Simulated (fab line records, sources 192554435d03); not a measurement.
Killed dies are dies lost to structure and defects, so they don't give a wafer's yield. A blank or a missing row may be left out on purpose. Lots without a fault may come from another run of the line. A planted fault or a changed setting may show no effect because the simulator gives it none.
Which tool did it? | flow n5_finfet | 11 lots, 30 wafers sampled, at 5 steps of a route of 1938

WHAT THE GAUGES READ, wafer by wafer
N5_BEOL_M12_THK_MEAS_01.
lot  | measured     | on            | M12_ILD_THK (nm)
L132 | day 10 17:01 | film_metro-02 | 649 653 661
L130 | day 11 03:27 | film_metro-01 | 656 648 661
L133 | day 11 18:53 | film_metro-02 | 646 644 656
L134 | day 11 21:18 | film_metro-01 | 654 662
L138 | day 12 21:08 | film_metro-01 | 649 655 665
L140 | day 13 03:16 | film_metro-02 | 657 650 667
L141 | day 13 08:46 | film_metro-01 | 660 667 671
L142 | day 13 13:07 | film_metro-02 | 673 655 654
L143 | day 13 21:23 | film_metro-01 | 649 659
L146 | day 14 04:30 | film_metro-01 | 638 666
L152 | day 16 01:49 | film_metro-02 | 645 644 666

WHICH TOOL RAN EACH LOT (tool, then ch and the chambers of the sampled wafers, then the start)
lot  | N5_BEOL_M11_PECVD_70            | N5_BEOL_M11_CURE_72           | N5_BEOL_M11_ALD_74                  | N5_BEOL_M11_CMP_52
L132 | pecvd-02 ch 0,2, day 10 09:55   | uv_cure-02 ch 1, day 10 14:25 | ald_metal-04 ch 1,3, day 10 15:02   | cmp-04 ch 0,3, day 10 16:20
L130 | pecvd-04 ch 0,1,2, day 10 18:13 | uv_cure-01 ch 2, day 10 23:25 | ald_metal-04 ch 1,2,3, day 11 01:30 | cmp-04 ch 0,1,2, day 11 02:55
L133 | pecvd-02 ch 1,2, day 11 11:24   | uv_cure-03 ch 1, day 11 15:40 | ald_metal-04 ch 1,2,3, day 11 16:32 | cmp-01 ch 2,3, day 11 18:16
L134 | pecvd-01 ch 0,2, day 11 13:58   | uv_cure-03 ch 2, day 11 18:21 | ald_metal-04 ch 3, day 11 19:42     | cmp-04 ch 0,3, day 11 20:41
L138 | pecvd-02 ch 0,1,2, day 12 14:01 | uv_cure-01 ch 2, day 12 17:58 | ald_metal-01 ch 1,2,3, day 12 18:24 | cmp-04 ch 0,1,2, day 12 20:31
L140 | pecvd-02 ch 0,1, day 12 21:17   | uv_cure-03 ch 2, day 13 00:52 | ald_metal-01 ch 2,3, day 13 01:28   | cmp-02 ch 0,2,3, day 13 02:40
L141 | pecvd-02 ch 0,1,2, day 13 00:38 | uv_cure-03 ch 0, day 13 06:29 | ald_metal-02 ch 0,2, day 13 06:59   | cmp-02 ch 0,3, day 13 08:04
L142 | pecvd-01 ch 1,2, day 13 03:00   | uv_cure-01 ch 1, day 13 10:47 | ald_metal-01 ch 0,1,3, day 13 11:20 | cmp-04 ch 0,1,3, day 13 12:30
L143 | pecvd-02 ch 2, day 13 13:04     | uv_cure-02 ch 1, day 13 18:26 | ald_metal-04 ch 0, day 13 19:08     | cmp-02 ch 1,2, day 13 20:52
L146 | pecvd-02 ch 0,1, day 13 22:02   | uv_cure-02 ch 1, day 14 02:20 | ald_metal-01 ch 1,2, day 14 02:44   | cmp-01 ch 0,1, day 14 03:50
L152 | pecvd-04 ch 0,1,2, day 15 17:43 | uv_cure-03 ch 2, day 15 23:10 | ald_metal-01 ch 0,1,2, day 16 00:10 | cmp-01 ch 0,1,3, day 16 01:13
- N5_BEOL_M11_PECVD_70: deposits SiO2 from TEOS/O2, target thk 20 nm, time 22.7 s.
- N5_BEOL_M11_CURE_72: cures SiCOH lowk, time 120 s.
- N5_BEOL_M11_ALD_74: deposits TaN, target thk 2 nm, pulse time 2 s, purge time 3 s.
- N5_BEOL_M11_CMP_52: polishes, stops on SiCOH lowk, t overpolish 7 s, target thk 140 nm.

THE ANSWER, worked out from the rows above alone
Rule: what is usual is taken from the lots themselves. Put in order of their means at a reading, lots are off if they are a third of the lots or fewer, leave a main group of 4 or more, and stand apart from it by a gap of 3 or more times the standard deviation of the main group's means; of several such gaps the widest counts. A main group whose means are all the same, to the digits that the tables above print for the reading, isn't used. A lot without any number at a reading at which 4 lots or more have one is off too. The other lots that the step has rows for count as sound.
No lot is off at any reading shown: from this, nothing can be told.

WHAT THE SIMULATOR HAD PUT IN
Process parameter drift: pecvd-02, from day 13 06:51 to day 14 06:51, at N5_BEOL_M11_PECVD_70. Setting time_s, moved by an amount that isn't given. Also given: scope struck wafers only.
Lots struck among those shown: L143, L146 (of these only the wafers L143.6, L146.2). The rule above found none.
